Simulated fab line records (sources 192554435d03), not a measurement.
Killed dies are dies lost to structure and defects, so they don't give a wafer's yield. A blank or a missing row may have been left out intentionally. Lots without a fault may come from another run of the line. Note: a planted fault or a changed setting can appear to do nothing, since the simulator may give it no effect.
Chamber matching | flow n5-finfet | N5_BEOL_M14_DEP_53 on pecvd-03: 3 sister chambers
The step deposits SiCN from 3MS/NH3, target thk 50 nm, time 17.8 s. 16 wafers are shown with their chamber, then 8 later ones without.

## WAFERS WITH THEIR CHAMBER
wafer  | chamber | throttle-valve-pct (%) | showerhead-plenum-p-Torr (Torr)
L074.1 | 0       | 18.0                   | 4.203
L074.2 | 2       | 16.6                   | 4.191
L074.5 | 2       | 16.8                   | 4.180
L075.3 | 2       | 16.6                   | 4.193
L075.4 | 1       | 16.7                   | 4.164
L075.5 | 2       | 16.5                   | 4.177
L082.1 | 1       | 16.5                   | 4.171
L082.3 | 2       | 16.9                   | 4.181
L082.4 | 1       | 17.0                   | 4.179
L083.2 | 0       | 18.2                   | 4.193
L083.3 | 1       | 17.1                   | 4.168
L083.6 | 0       | 18.1                   | 4.202
L085.1 | 0       | 17.9                   | 4.197
L085.2 | 1       | 16.7                   | 4.183
L085.6 | 1       | 17.1                   | 4.175
L091.1 | 1       | 17.0                   | 4.172

SIGNATURES (means of the wafers above)
reading                  | chamber 0 | chamber 1 | chamber 2 | scatter within a chamber
throttle-valve-pct       | 18.050    | 16.871    | 16.680    | 0.195
showerhead-plenum-p-Torr | 4.19875   | 4.17314   | 4.18440   | 0.00632
Rule: a wafer lies at a distance from a chamber equal to the root of the sum of squares, over the readings, of (its reading less the chamber's mean, divided by the reading's scatter). The wafer belongs to the nearest chamber; if the next one is less than 2 further off, it can't be placed. The scatter: take each reading less its chamber's mean, square it, sum over the shown wafers, divide by the number of wafers less the number of chambers, and take the root.

## WAFERS WITHOUT THEIR CHAMBER
wafer  | throttle-valve-pct (%) | showerhead-plenum-p-Torr (Torr)
L091.3 | 16.9                   | 4.200
L091.6 | 16.8                   | 4.190
L092.1 | 17.2                   | 4.174
L092.2 | 18.2                   | 4.200
L092.5 | 16.8                   | 4.198
L096.1 | 17.0                   | 4.187
L096.3 | 18.1                   | 4.187
L096.5 | 18.2                   | 4.189

## CHAMBER TAKEN BY EACH
wafer  | from the rows above     | in truth
L091.3 | can't be placed: 2 or 1 | 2
L091.6 | can't be placed: 2 or 1 | 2
L092.1 | can't be placed: 1 or 2 | 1
L092.2 | 0                       | 0
L092.5 | can't be placed: 2 or 1 | 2
L096.1 | can't be placed: 2 or 1 | 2
L096.3 | 0                       | 0
L096.5 | 0                       | 0
3 of 8 placed correctly. These rows do not allow placing 5 (true chamber among the candidates in 5). 0 placed wrongly.
